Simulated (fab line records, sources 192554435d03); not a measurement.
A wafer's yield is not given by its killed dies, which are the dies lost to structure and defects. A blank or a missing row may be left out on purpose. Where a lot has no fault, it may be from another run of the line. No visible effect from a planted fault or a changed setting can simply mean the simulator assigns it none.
Split-lot experiment + flow n5Finfet + 7 lots, 21 wafers read, on a route of 1938 steps

THE SPLIT
At N5_SD_EPI_N_PEB_07 (peb time 60 s), the setting pebTempC was moved away from the recipe's 110 C on 5 of the 21 wafers read, by +1.1% to +3.1%. All remaining wafers had this setting at the recipe value.

THE PATH FROM SPLIT TO READING: the file shows 1 step between them
- N5_SD_EPI_N_DEVELOP_08: develop time 30 s (also split here: developTimeS)

THE READING
At N5_SD_EPI_N_CD_MEAS_09: cdNm in nanometres, against a target cd of 120 nm. Typical for fault-free wafers on this fab line: 120.3 nm, with standard deviation 0.63 nm.

| wafer  | tool, chamber at the split | pebTempC as run, C | against the recipe | cdNm, nm | against lot-mates on the recipe |
|--------|----------------------------|--------------------|--------------------|----------|---------------------------------|
| L075.1 | lithoTrack-03, 0           | 111.7              | +1.5%              | 126.7    | +4.9                            |
| L075.2 | lithoTrack-03, 0           | 110                | recipe             | 122.1    | -                               |
| L075.4 | lithoTrack-03, 0           | 110                | recipe             | 121.5    | -                               |
| L080.3 | lithoTrack-05, 0           | 110                | recipe             | 120.5    | -                               |
| L080.5 | lithoTrack-05, 0           | 110                | recipe             | 120.9    | -                               |
| L080.6 | lithoTrack-05, 0           | 110                | recipe             | 119.7    | -                               |
| L082.1 | lithoTrack-03, 0           | 110                | recipe             | 119.9    | -                               |
| L082.3 | lithoTrack-03, 0           | 110                | recipe             | 119.8    | -                               |
| L082.4 | lithoTrack-03, 0           | 110                | recipe             | 119.9    | -                               |
| L084.2 | lithoTrack-03, 0           | 111.2              | +1.1%              | 124.2    | +3.4                            |
| L084.3 | lithoTrack-03, 0           | 110                | recipe             | 120.8    | -                               |
| L084.4 | lithoTrack-03, 0           | 111.2              | +1.1%              | 122.9    | +2.1                            |
| L091.1 | lithoTrack-03, 0           | 110                | recipe             | 121.7    | -                               |
| L091.3 | lithoTrack-03, 0           | 110                | recipe             | 120.4    | -                               |
| L091.6 | lithoTrack-03, 0           | 110                | recipe             | 120.2    | -                               |
| L092.1 | lithoTrack-05, 0           | 113.4              | +3.1%              | 128.7    | +8.0                            |
| L092.5 | lithoTrack-05, 0           | 110                | recipe             | 120.7    | -                               |
| L092.6 | lithoTrack-05, 0           | 113.4              | +3.1%              | 128.7    | +8.0                            |
| L095.3 | lithoTrack-02, 0           | 110                | recipe             | 120.2    | -                               |
| L095.4 | lithoTrack-02, 0           | 110                | recipe             | 120.6    | -                               |
| L095.6 | lithoTrack-02, 0           | 110                | recipe             | 119.5    | -                               |

THE FIT
A straight line over all 21 wafers: cdNm changes by +2.77 nm for each +1% of pebTempC; r = +0.96; the points scatter about the line by 0.83 nm.
The same after taking each lot's own level away (the mean of its wafers on the recipe; 21 wafers): +2.63 nm for each +1%; r = +0.98; scatter 0.49 nm.
On that fit, the largest move of pebTempC shifts the reading by 8.1 nm.
The span of the lots' own levels, 119.87 to 121.80 nm, comes to 3.1 times the standard deviation stated above.
Consequently the slope shifts little with the lot-to-lot level, the two slopes agreeing.
Check: with one of the wafers moved furthest among these (+3.1%) left out of the fit, the line predicts +8.26 nm for it against its lot-mates. Against them it came out at +8 nm.

ADDITIONAL SPLITS CARRIED BY THESE WAFERS
Note: prior to the reading, these wafers also went through further splits. Each is held against what the fit with the lots' levels taken away leaves over:
| other split on the same wafers          | wafers away from the commonest value | r with cdNm (lot level and that fit taken away) |
|-----------------------------------------|--------------------------------------|-------------------------------------------------|
| N5_WELL_APT_EXPOSE_05 doseMj            | 4                                    | -0.04                                           |
| N5_PMOS_HMC_CHANNEL_EPI_PEB_07 pebTempC | 4                                    | +0.09                                           |
| N5_PMOS_HMC_CHANNEL_EPI_ETCH_32 biasW   | 5                                    | +0.21                                           |
| N5_FIN_SAQP_SPACER1_ALD_24 aldCycles    | 5                                    | -0.40                                           |
| N5_FIN_SAQP_ETCH_65 timeS               | 9                                    | +0.10                                           |
| N5_SD_EPI_N_DEVELOP_08 developTimeS     | 7                                    | +0.20                                           |

THE WHOLE CHAIN: every reading that the file lists as answering this split, in the file's order
| step                   | what it does                                     | reading                                                        | change (the file's fit)              | r (the file's) |
|------------------------|--------------------------------------------------|----------------------------------------------------------------|--------------------------------------|----------------|
| N5_SD_EPI_N_CD_MEAS_09 | target cd 120 nm                                 | cdNm                                                           | +2.7 nm for each +1% of the setting  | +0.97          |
| N5_SD_EPI_N_DESCUM_14  | chemistry O2, time 7.9 s                         | SD_EPI_N.cdNm (the simulator's own value, which no gauge read) | +2.74 nm for each +1% of the setting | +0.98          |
| N5_SD_EPI_N_ETCH_35    | etches SOC in N2/H2, overetch 108 nm, time 486 s | SD_EPI_N.cdNm (the simulator's own value, which no gauge read) | +3.36 nm for each +1% of the setting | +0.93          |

FILE'S OWN FIT
cdNm changes by +2.7 nm for each +1% of pebTempC, r = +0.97.
